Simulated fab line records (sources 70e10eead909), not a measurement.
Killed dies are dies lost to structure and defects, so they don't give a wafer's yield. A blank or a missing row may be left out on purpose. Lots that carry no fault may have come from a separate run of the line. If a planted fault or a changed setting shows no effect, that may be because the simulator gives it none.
fab line records	flow nand_harc
record lots=7	wafers=19	last_day=32
route steps=1302 shown A_CONTACT@1080 END@1302
lots with no fault: from the same line, run without faults
start_h: hours from the record's first day to the start of the lot's first wafer shown	wait_h: hours from the lot's prior step to this one	" identical to the entry in the row above	L1.1+2: one row covering several wafers at once	- either no value or no given start	* or withheld: withheld	< > ~ a bound
route shown NAME@n: names a module that has steps shown in the file, with the first one's number in the route	usual: mean and standard deviation over wafers with no fault	same: alike in all rows	chamber/n: place in a boat	sites: per-site readings	_std_site: standard deviation of those values	_edge_site: mean of outer sites minus mean of inner sites	radius_mm: how far each site lies from the wafer's centre	mask NAME#n: copy n	behind: tool/chamber where the wafer was last shaped	hold: the reason the lot was held/the length of the hold in hours/how it ended	device: transistor that didn't switch, given as n, p or np	end of line: at the end of the route, the tests of the same wafers	where a step has no rows: the recipe by itself	killed: dies lost to structure and defects at the first sort, not the wafer's yield	map: the dies of a wafer, with x for killed, . for not killed, _ for no die there
set.NAME: the setting that was run; set.NAME@STEP: the one run at that earlier step	model.NAME: the simulator's own value behind a step, which no gauge read
lots seen at some steps along the route; tables by step, rows by wafer
services: when a tool's chamber went out of use (start_h, in hours from the record's first day, below 0 if earlier), for how many hours, and the reason
## steps
# step NHARC_A_CONTACT_INSPECT_10
# usual raw_defect_count=88/37
lot.wafer	tool	chamber	start_h	wait_h	raw_defect_count
L956.1	defect_inspect-02	-	610.65	0.0	98
L956.4	"	-	"	"	83
L956.5	"	-	"	"	113
L955.1	defect_inspect-02	-	617.50	0.0	19
L955.5	"	-	"	"	20
L957.2	defect_inspect-02	-	619.11	0.0	99
L957.5	"	-	"	"	83
L960.1	defect_inspect-02	-	646.13	0.0	59
L960.2	"	-	"	"	68
L960.5	"	-	"	"	73
L966.1	defect_inspect-01	-	702.18	0.0	121
L966.2	"	-	"	"	114
L966.6	"	-	"	"	125
L967.1	defect_inspect-01	-	719.45	0.0	43
L967.4	"	-	"	"	59
L967.5	"	-	"	"	45
L968.3	defect_inspect-02	-	721.00	0.0	105
L968.5	"	-	"	"	100
L968.6	"	-	"	"	102
# step NHARC_A_CONTACT_DESCUM_13
# recipe time_s=3	o2_flow_sccm=200	ar_flow_sccm=0	bias_power_w=0	chemistry=O2
# step NHARC_A_CONTACT_ETCH_88
# recipe target_depth_a=390	over_etch_frac=0.3	time_s=65	ion_energy_ev=80	cf4_flow_sccm=150	ar_flow_sccm=0	rf_w=300	bias_w=100	chemistry=CF4
# step NHARC_A_CONTACT_ETCH_89
# recipe target_depth_a=2600	over_etch_frac=0.3	time_s=475.3	ion_energy_ev=200	n2_flow_sccm=150	h2_flow_sccm=150	ar_flow_sccm=0	rf_w=400	bias_w=150	chemistry=N2/H2
# step NHARC_A_CONTACT_ETCH_30
# recipe target_depth_a=726	time_s=36.3	cf4_flow_sccm=100	chf3_flow_sccm=30	ar_flow_sccm=0	rf_w=500	bias_w=200	chemistry=CF4/CHF3
# step NHARC_A_CONTACT_ETCH_31
# recipe target_depth_a=28000	over_etch_frac=0.3	time_s=728	ion_energy_ev=150	o2_flow_sccm=400	cos_flow_sccm=20	ar_flow_sccm=0	rf_w=500	bias_w=300	chemistry=O2/COS
# step NHARC_A_CONTACT_ETCH_134
# recipe source_w=withheld	pressure_mtorr=20	bias_v=withheld	time_s=140	target_depth_a=7000	ar_flow_sccm=withheld	c4f8_flow_sccm=withheld	o2_flow_sccm=withheld	chemistry=C4F8/O2/Ar
lot.wafer	tool	chamber	start_h	wait_h	rf_hours_counter_h
L956.1	har_cap_etch-01	0	611.84	-	17
L956.4	"	1	"	"	-
L956.5	"	1	"	"	-
L955.1	har_cap_etch-03	0	618.77	-	61
L955.5	"	0	"	"	-
L957.2	har_cap_etch-02	0	624.24	-	114
L957.5	"	1	"	"	-
L960.1	har_cap_etch-03	1	647.31	-	67
L960.2	"	0	"	"	67
L960.5	"	0	"	"	-
L966.2	har_cap_etch-03	1	703.37	-	75
L966.1	"	0	"	"	75
L966.6	"	0	"	"	-
L967.1	har_cap_etch-03	1	720.68	-	78
L967.4	"	1	"	"	-
L967.5	"	1	"	"	-
L968.3	har_cap_etch-02	0	722.29	-	-
L968.6	"	1	"	"	-
L968.5	"	0	"	"	-
# step NHARC_A_CONTACT_ETCH_135
# recipe source_w=withheld	pressure_mtorr=20	bias_v=1200	time_s=311	target_depth_a=19120	ar_flow_sccm=withheld	c4f8_flow_sccm=withheld	o2_flow_sccm=withheld	chemistry=C4F8/O2/Ar
lot.wafer	tool	chamber	start_h	wait_h	rf_hours_counter_h
L956.1	har_cap_etch-01	0	612.03	0.2	17
L956.4	"	1	"	"	-
L956.5	"	1	"	"	-
L955.1	har_cap_etch-03	0	618.98	0.2	61
L955.5	"	0	"	"	-
L957.2	har_cap_etch-02	0	624.44	0.2	114
L957.5	"	1	"	"	-
L960.1	har_cap_etch-03	1	647.51	0.2	67
L960.2	"	0	"	"	67
L960.5	"	0	"	"	-
L966.2	har_cap_etch-03	1	703.64	0.2	75
L966.1	"	0	"	"	75
L966.6	"	0	"	"	-
L967.1	har_cap_etch-03	1	720.96	0.2	78
L967.4	"	1	"	"	-
L967.5	"	1	"	"	-
L968.3	har_cap_etch-02	0	722.53	0.2	-
L968.6	"	1	"	"	-
L968.5	"	0	"	"	-
# step NHARC_A_CONTACT_ETCH_136
# recipe source_w=withheld	pressure_mtorr=20	bias_v=1200	time_s=311	target_depth_a=19120	ar_flow_sccm=withheld	c4f8_flow_sccm=withheld	o2_flow_sccm=withheld	chemistry=C4F8/O2/Ar
# step NHARC_A_CONTACT_ETCH_137
# recipe source_w=withheld	pressure_mtorr=20	bias_v=1200	time_s=311	target_depth_a=19120	ar_flow_sccm=withheld	c4f8_flow_sccm=withheld	o2_flow_sccm=withheld	chemistry=C4F8/O2/Ar
lot.wafer	tool	chamber	start_h	wait_h	rf_hours_counter_h
L956.1	har_cap_etch-01	0	612.58	0.2	17
L956.4	"	1	"	"	-
L956.5	"	1	"	"	-
L955.1	har_cap_etch-03	0	619.53	0.2	62
L955.5	"	0	"	"	-
L957.2	har_cap_etch-02	0	624.98	0.2	114
L957.5	"	1	"	"	-
L960.1	har_cap_etch-03	1	648.04	0.2	67
L960.2	"	0	"	"	67
L960.5	"	0	"	"	-
L966.2	har_cap_etch-03	1	704.36	0.3	76
L966.1	"	0	"	"	76
L966.6	"	0	"	"	-
L967.1	har_cap_etch-03	1	721.69	0.3	79
L967.4	"	1	"	"	-
L967.5	"	1	"	"	-
L968.3	har_cap_etch-02	0	723.07	0.2	-
L968.6	"	1	"	"	-
L968.5	"	0	"	"	-
# step NHARC_A_CONTACT_ETCH_138
# recipe source_w=withheld	pressure_mtorr=20	bias_v=1200	time_s=311	target_depth_a=19140	ar_flow_sccm=withheld	c4f8_flow_sccm=withheld	o2_flow_sccm=withheld	chemistry=C4F8/O2/Ar
lot.wafer	tool	chamber	start_h	wait_h	rf_hours_counter_h
L956.1	har_cap_etch-01	0	612.86	0.2	18
L956.4	"	1	"	"	-
L956.5	"	1	"	"	-
L955.1	har_cap_etch-03	0	619.80	0.2	62
L955.5	"	0	"	"	-
L957.2	har_cap_etch-02	0	625.25	0.2	115
L957.5	"	1	"	"	-
L960.1	har_cap_etch-03	1	648.32	0.2	67
L960.2	"	0	"	"	67
L960.5	"	0	"	"	-
L966.2	har_cap_etch-03	1	704.72	0.3	76
L966.1	"	0	"	"	76
L966.6	"	0	"	"	-
L967.1	har_cap_etch-03	1	722.06	0.3	79
L967.4	"	1	"	"	-
L967.5	"	1	"	"	-
L968.3	har_cap_etch-02	0	723.34	0.2	-
L968.6	"	1	"	"	-
L968.5	"	0	"	"	-
# step NHARC_A_CONTACT_ETCH_139
# recipe source_w=withheld	pressure_mtorr=20	bias_v=400	time_s=195	target_depth_a=8400	ar_flow_sccm=withheld	c4f8_flow_sccm=11.5	o2_flow_sccm=7.2	chemistry=C4F8/O2/Ar
# step NHARC_A_CONTACT_ETCH_92
# recipe target_depth_a=400	over_etch_frac=0.5	time_s=85.7	ion_energy_ev=120	ch3f_flow_sccm=50	o2_flow_sccm=30	ar_flow_sccm=200	rf_w=500	bias_w=100	chemistry=CH3F/O2
# usual drypump_motor_current_A=5.91/0.27	o2_flow_sccm=30.01/0.091	oes_product_au=0.925/0.02	rf_vpp_V=243.5/1.3	showerhead_plenum_p_Torr=2.40/0.073	throttle_valve_pct=20.663/0.0094
lot.wafer	tool	chamber	start_h	wait_h	drypump_motor_current_A	o2_flow_sccm	oes_product_au	rf_hours_counter_h	rf_vpp_V	showerhead_plenum_p_Torr	throttle_valve_pct
L956.4	rie_diel-08	3	613.70	0.4	5.62	29.99	0.921	12	243.5	2.30	20.650
L956.1	"	1	"	"	6.06	30.00	0.928	10	244.5	2.46	20.664
L956.5	"	2	"	"	6.33	29.98	0.729	-	243.6	2.49	20.641
L955.1	rie_diel-08	3	620.58	0.5	5.60	30.08	0.912	14	241.3	2.30	20.678
L955.5	"	0	"	"	6.04	30.13	0.728	-	243.3	2.47	20.662
L957.2	rie_diel-08	1	626.20	0.6	6.05	30.05	0.719	13	243.9	2.46	20.665
L957.5	"	3	"	"	5.63	29.93	0.723	-	243.9	2.30	20.662
L960.1	rie_diel-12	0	649.16	0.5	5.86	29.98	0.915	5	243.2	2.35	20.670
L960.2	"	2	"	"	5.79	30.00	0.906	7	244.5	2.43	20.645
L960.5	"	3	"	"	5.61	29.86	0.906	-	240.3	2.31	20.668
L966.1	rie_diel-08	2	705.75	0.5	6.30	30.07	0.914	29	246.3	2.49	20.656
L966.2	"	3	"	"	5.60	29.89	0.932	28	241.3	2.29	20.663
L966.6	"	1	"	"	6.06	29.96	0.928	-	245.7	2.45	20.652
L967.1	rie_diel-05	2	723.01	0.5	6.08	29.99	0.923	43	242.4	2.39	20.663
L967.4	"	3	"	"	5.78	29.92	0.920	38	242.6	2.34	20.646
L967.5	"	2	"	"	6.12	29.89	0.931	-	243.5	2.39	20.653
L968.3	rie_diel-05	3	724.04	0.4	5.77	29.96	0.918	38	244.0	2.34	20.669
L968.6	"	3	"	"	5.74	29.99	0.933	-	241.9	2.34	20.660
L968.5	"	0	"	"	5.40	30.04	0.935	-	242.3	2.36	20.672
# step NHARC_A_CONTACT_ETCH_98
# recipe target_depth_a=200	over_etch_frac=0.5	time_s=10	ion_energy_ev=250	c4f6_flow_sccm=25	o2_flow_sccm=20	ar_flow_sccm=500	rf_w=600	bias_w=500	chemistry=C4F6/O2
# usual drypump_motor_current_A=5.92/0.26	o2_flow_sccm=20.00/0.057	oes_product_au=0.946/0.017	rf_vpp_V=545.0/2.3	showerhead_plenum_p_Torr=3.83/0.11	throttle_valve_pct=26.904/0.0086
lot.wafer	tool	chamber	start_h	wait_h	drypump_motor_current_A	o2_flow_sccm	oes_product_au	rf_hours_counter_h	rf_vpp_V	showerhead_plenum_p_Torr	throttle_valve_pct
L956.1	rie_diel-08	3	-	-	5.63	19.96	0.944	12	541.2	3.68	26.906
L956.4	"	0	"	"	6.05	20.02	0.942	10	546.4	3.94	26.906
L956.5	"	0	"	"	6.05	19.96	0.950	-	548.3	3.94	26.913
L955.1	rie_diel-08	1	-	-	6.06	19.96	0.927	12	545.4	3.92	26.903
L955.5	"	2	"	"	6.36	20.05	0.920	-	547.1	3.98	26.906
L957.2	rie_diel-08	1	-	-	6.06	20.08	0.934	13	547.3	3.92	26.898
L957.5	"	3	"	"	5.63	20.02	0.937	-	542.3	3.68	26.897
L960.2	rie_diel-12	3	-	-	5.61	19.98	0.945	5	542.1	3.70	26.896
L960.1	"	1	"	"	5.84	19.94	0.975	8	546.1	3.88	26.910
L960.5	"	0	"	"	5.83	19.95	0.941	-	542.7	3.75	26.913
L966.2	rie_diel-08	1	-	-	6.07	20.03	0.929	28	546.8	3.91	26.902
L966.1	"	2	"	"	6.39	19.99	0.932	29	548.8	3.97	26.893
L966.6	"	0	"	"	6.06	19.97	0.922	-	546.7	3.93	26.898
L967.4	rie_diel-05	3	-	-	5.80	19.95	0.952	38	543.6	3.74	26.905
L967.1	"	1	"	"	6.08	19.96	0.964	48	541.2	3.64	26.896
L967.5	"	3	"	"	5.81	20.05	0.955	-	544.5	3.74	26.899
L968.3	rie_diel-05	2	-	-	6.07	19.89	0.946	44	544.1	3.83	26.898
L968.5	"	2	"	"	6.11	19.98	0.937	-	545.8	3.82	26.902
L968.6	"	3	"	"	5.77	19.97	0.938	-	544.4	3.74	26.904
# step NHARC_END_SORT_01
# recipe temp_c=25
# usual killed_at_array=52/19	killed_at_other=1.0/1.2	killed_at_periphery=4.1/2.8	killed_dies=57/19	killed_open=3.1/1.7	killed_short=2.5/1.5
# same gross_dies=677
lot.wafer	tool	chamber	start_h	wait_h	killed_at_array	killed_at_other	killed_at_periphery	killed_dies	killed_open	killed_short
L960.1	prober-01	0	693.63	2.5	33	1	2	36	1	3
L960.2	prober-01	0	694.44	2.8	49	0	1	50	1	2
L960.5	prober-01	0	696.87	3.7	48	0	3	51	5	1
# killed by level:class
L960.1 A_CHANNEL_HOLE_D1:chamber_film_flake=14 A_CONTACT:chamber_film_flake=8 A_WL_FILL:chamber_film_flake=4 A_SLIT:chamber_film_flake=3 P_STI:geometric_particle:short=1 A_CHANNEL_FILL_D1:geometric_particle:short=1 A_CHANNEL_HOLE_D2:geometric_particle:short=1 A_BLC:geometric_particle:open=1
L960.2 A_CHANNEL_HOLE_D1:chamber_film_flake=33 A_CHANNEL_HOLE_D2:chamber_film_flake=5 A_WL_FILL:chamber_film_flake=4 A_SLIT:chamber_film_flake=2 A_CONTACT:chamber_film_flake=2 P_GATE:geometric_particle:open=1 A_DECK1_JOINT:geometric_particle:short=1 A_M1:geometric_particle:short=1
L960.5 A_CHANNEL_HOLE_D1:chamber_film_flake=33 A_CHANNEL_HOLE_D2:chamber_film_flake=3 A_WL_FILL:chamber_film_flake=2 A_STAIRCASE:chamber_film_flake=2 A_CONTACT:chamber_film_flake=2 P_GATE:geometric_particle:open=1 P_M0:geometric_particle:open=1 A_CHANNEL_HOLE_D1:geometric_particle:open=1
## services
tool	chamber	start_h	hours	kind
rie_diel-12	-	598.60	0.9	repair
rie_diel-12	1	603.50	19.8	repair
rie_diel-08	0	603.51	-	clean
rie_diel-08	1	603.51	-	clean
rie_diel-08	2	603.51	-	clean
rie_diel-08	3	603.51	-	clean
rie_diel-12	-	625.01	9.0	pm
rie_diel-08	0	628.01	-	clean
rie_diel-08	1	628.01	-	clean
rie_diel-08	2	628.01	-	clean
rie_diel-08	3	628.01	-	clean
rie_diel-08	3	639.83	13.3	repair
rie_diel-05	3	643.44	9.1	repair
rie_diel-08	0	652.77	-	clean
rie_diel-08	1	652.77	-	clean
rie_diel-08	2	652.77	-	clean
rie_diel-08	3	656.70	1.3	repair
rie_diel-08	0	677.27	-	clean
rie_diel-08	1	677.27	-	clean
rie_diel-08	2	677.27	-	clean
rie_diel-12	1	678.30	1.5	repair
rie_diel-08	1	679.84	5.6	repair
rie_diel-08	2	682.15	12.8	repair
rie_diel-08	-	721.97	9.0	pm
## key
first_sign step=NHARC_A_CONTACT_ETCH_92	reading=oes_product_au	direction=down	sigmas=9.9	usual=0.925	struck=0.725
effect none on later readings
met_at NHARC_A_CONTACT_ETCH_92
struck_wafers L955.5,L956.5,L957.2,L957.5
tester_left_out L955,L956,L957
fault kind=process_parameter_drift	tool=rie_diel-08	chamber=-	onset_h=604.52	steps=NHARC_A_CONTACT_ETCH_92	channel=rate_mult	offset=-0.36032	shape=step	end_h=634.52	scope=struck_wafers_only
# tester_left_out: of these lots the tester's yield and bins aren't shown, on N5 and GAA mostly nor the transistor test; their killed dies are dies lost to structure and defects alone, not to doping, threshold or leakage, so they don't give the yield
